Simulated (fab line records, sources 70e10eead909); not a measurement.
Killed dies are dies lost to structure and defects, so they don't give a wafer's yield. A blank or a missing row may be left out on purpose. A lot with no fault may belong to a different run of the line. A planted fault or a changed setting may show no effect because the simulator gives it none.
Struck lot and sound lot, side by side | flow nandHarc | 13 steps out of a route of 1159
Sound: these wafers, L410.1, L410.4, L410.5. The struck wafers were L424.2, L424.3. The cause comes at the end.
Per side, at each step with rows, come the tool, then ch with its chambers, and then its first start. Under that, the readings that differ: sound wafers | struck wafers | difference of the means | sigmas: that difference in standard deviations of wafers without a fault.
alike: readings with means less than 2 such deviations apart, plus words and numbers identical on both sides. not compared: withheld readings, readings lacking a value on some wafer, bounds such as >300 that could conceal the same value, and numbers that have no deviation in the record and whose values overlap.
The two part at a step that has a row with sigmas, a row that says differs or no value, or rows on one side only. When numbers do not overlap yet have no deviation, they are printed without sigmas and do not part them. A reading missing from all wafers of one side parts the sides only when that side holds two or more wafers.

first, 1 step without rows for these wafers: NHARC_A_ONON_D1_DEP_06 (target thk 1000 nm).
NHARC_A_ONON_D1_THK_MEAS_08: measures by ellipsometry.
  struck on filmMetro-01, day 12 16:25; sound on filmMetro-02, day 9 06:45
  alike: thkNm
then NHARC_A_ONON_D1_DEP_09 (target thk 1000 nm), 1 step lacking rows for these wafers.
NHARC_A_ONON_D1_THK_MEAS_11: measures by ellipsometry.
  struck on filmMetro-02, day 12 16:59; sound on filmMetro-01, day 9 07:19
  alike: thkNm
then NHARC_A_ONON_D1_DEP_12 (target thk 1000 nm), 1 step lacking rows for these wafers.
NHARC_A_ONON_D1_THK_MEAS_14: measures by ellipsometry.
  struck on filmMetro-02, day 12 17:32; sound on filmMetro-01, day 9 07:53
  alike: thkNm
then, 2 steps without rows for these wafers: NHARC_A_ONON_D1_ANNEAL_15 (time 3600 s); NHARC_A_ONON_D1_DEP_16 (target thk 1000 nm).
NHARC_A_ONON_D1_THK_MEAS_18: measures by ellipsometry.
  struck on filmMetro-01, day 13 00:45; sound on filmMetro-02, day 9 14:38
  alike: thkNm
then NHARC_A_ONON_D1_DEP_19 (target thk 1000 nm), 1 step lacking rows for these wafers.
NHARC_A_ONON_D1_THK_MEAS_21: measures by ellipsometry.
  struck on filmMetro-02, day 13 01:19; sound on filmMetro-01, day 9 15:19
  alike: thkNm
NHARC_A_ONON_D1_DEP_22: target thk 1000 nm.
  sound on pecvdOnon-03 ch 0, day 9 15:23; struck on pecvdOnon-01 ch 0, day 13 01:26
  alike: n2oFlowSccm
NHARC_A_ONON_D1_THK_MEAS_24: measures by ellipsometry.
  struck on filmMetro-01, day 13 02:03; sound on filmMetro-01, day 9 15:53
reading    | sound          | struck    | difference | sigmas
thkNm (nm) | 1001 1000 1000 | 1768 1767 | +767       | +99 or more
  not compared: hold

== WHERE THEY PART ==
Only at NHARC_A_ONON_D1_THK_MEAS_24, as far as this record shows.

WHY: the cause the simulator had injected
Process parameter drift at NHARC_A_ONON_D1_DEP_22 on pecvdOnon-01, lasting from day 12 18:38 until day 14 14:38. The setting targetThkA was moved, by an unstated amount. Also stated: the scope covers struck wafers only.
